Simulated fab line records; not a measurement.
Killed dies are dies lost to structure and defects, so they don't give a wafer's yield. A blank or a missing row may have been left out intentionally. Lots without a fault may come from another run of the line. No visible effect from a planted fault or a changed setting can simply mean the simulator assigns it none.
Split-lot trial | flow n5_finfet | route with 1938 steps; 7 lots, 39 wafers read

## THE SPLIT
At N5_DUMMY_GATE_ETCH_37 (etches SOC in N2/H2, target depth 60 nm, overetch 30 nm), the setting source_w was moved away from the recipe's 840 W on 15 of the 39 wafers read, by -17.9% to +13.4%. The other wafers ran this setting at the recipe's value.

The split's own step is where the reading is taken.

## THE READING
rf_vpp_V, in V, at N5_DUMMY_GATE_ETCH_37 (etches SOC in N2/H2, target depth 60 nm, overetch 30 nm). On this fab line, fault-free wafers typically give 524.5 V with a standard deviation of 2.6 V.

wafer  | tool, chamber at the split | source_w as run, W | against the recipe | rf_vpp_V, V | against lot-mates on the recipe
L076.2 | rie_diel-03, 1             | 840                | recipe             | 523.9       | -
L076.4 | rie_diel-03, 2             | 840                | recipe             | 526.1       | -
L076.6 | rie_diel-03, 1             | 840                | recipe             | 522.9       | -
L079.1 | rie_diel-05, 2             | 689.8              | -17.9%             | 554.3       | +32.1
L079.2 | rie_diel-05, 0             | 840                | recipe             | 520.9       | -
L079.3 | rie_diel-05, 3             | 689.8              | -17.9%             | 560.9       | +38.7
L079.4 | rie_diel-05, 1             | 689.8              | -17.9%             | 563.4       | +41.2
L079.5 | rie_diel-05, 3             | 840                | recipe             | 525.4       | -
L079.6 | rie_diel-05, 2             | 840                | recipe             | 520.4       | -
L086.1 | rie_diel-05, 3             | 840                | recipe             | 525.7       | -
L086.2 | rie_diel-05, 0             | 714.1              | -15.0%             | 551.7       | +26.9
L086.3 | rie_diel-05, 2             | 840                | recipe             | 519.9       | -
L086.4 | rie_diel-05, 1             | 714.1              | -15.0%             | 555.4       | +30.6
L086.5 | rie_diel-05, 1             | 840                | recipe             | 528.9       | -
L086.6 | rie_diel-05, 2             | 714.1              | -15.0%             | 547.8       | +23.0
L088.1 | rie_diel-03, 2             | 840                | recipe             | 525.4       | -
L088.2 | rie_diel-03, 3             | 840                | recipe             | 525.6       | -
L088.3 | rie_diel-03, 1             | 952.6              | +13.4%             | 501.4       | -24.9
L088.4 | rie_diel-03, 0             | 840                | recipe             | 528.0       | -
L088.5 | rie_diel-03, 1             | 952.6              | +13.4%             | 501.2       | -25.1
L088.6 | rie_diel-03, 2             | 952.6              | +13.4%             | 503.8       | -22.5
L090.1 | rie_diel-02, 0             | 840                | recipe             | 524.9       | -
L090.2 | rie_diel-02, 1             | 840                | recipe             | 522.0       | -
L090.3 | rie_diel-02, 2             | 840                | recipe             | 527.5       | -
L090.4 | rie_diel-02, 3             | 840                | recipe             | 520.8       | -
L090.5 | rie_diel-02, 0             | 840                | recipe             | 525.5       | -
L090.6 | rie_diel-02, 3             | 840                | recipe             | 521.6       | -
L091.1 | rie_diel-05, 0             | 840                | recipe             | 521.8       | -
L091.2 | rie_diel-05, 1             | 840                | recipe             | 527.3       | -
L091.3 | rie_diel-05, 2             | 897.4              | +6.8%              | 508.5       | -16.9
L091.4 | rie_diel-05, 3             | 897.4              | +6.8%              | 515.9       | -9.5
L091.5 | rie_diel-05, 0             | 897.4              | +6.8%              | 512.2       | -13.2
L091.6 | rie_diel-05, 1             | 840                | recipe             | 527.0       | -
L092.1 | rie_diel-03, 3             | 840                | recipe             | 524.5       | -
L092.2 | rie_diel-03, 2             | 799.2              | -4.9%              | 533.8       | +8.5
L092.3 | rie_diel-03, 0             | 840                | recipe             | 526.5       | -
L092.4 | rie_diel-03, 3             | 799.2              | -4.9%              | 532.5       | +7.2
L092.5 | rie_diel-03, 2             | 799.2              | -4.9%              | 533.9       | +8.6
L092.6 | rie_diel-03, 0             | 840                | recipe             | 524.8       | -

THE FIT
A straight line over all 39 wafers: rf_vpp_V changes by -1.83 V for each +1% of source_w; r = -0.98; the points scatter about the line by 2.8 V.
The same after taking each lot's own level away (the mean of its wafers on the recipe; 39 wafers): -1.91 V for each +1%; r = -0.98; scatter 2.7 V.
According to that fit, moving source_w by its largest amount changes the reading by 34 V.
The lots' own levels span 522.23 to 526.33 V, that is 1.6 times the standard deviation above.
So the lot-to-lot level changes the slope little: the two slopes agree.
Check: for one of the wafers moved furthest among these (-17.9%), held out of the fit, the line's prediction against its lot-mates is +34.7 V. Against them it came out at +32.1 V.
Tool readings at the split's step, against how far the setting was moved: rf_vpp_V r = -0.98.

## THE FILE'S OWN FIT
rf_vpp_V changes by -1.92 V for each +1% of source_w, r = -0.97.
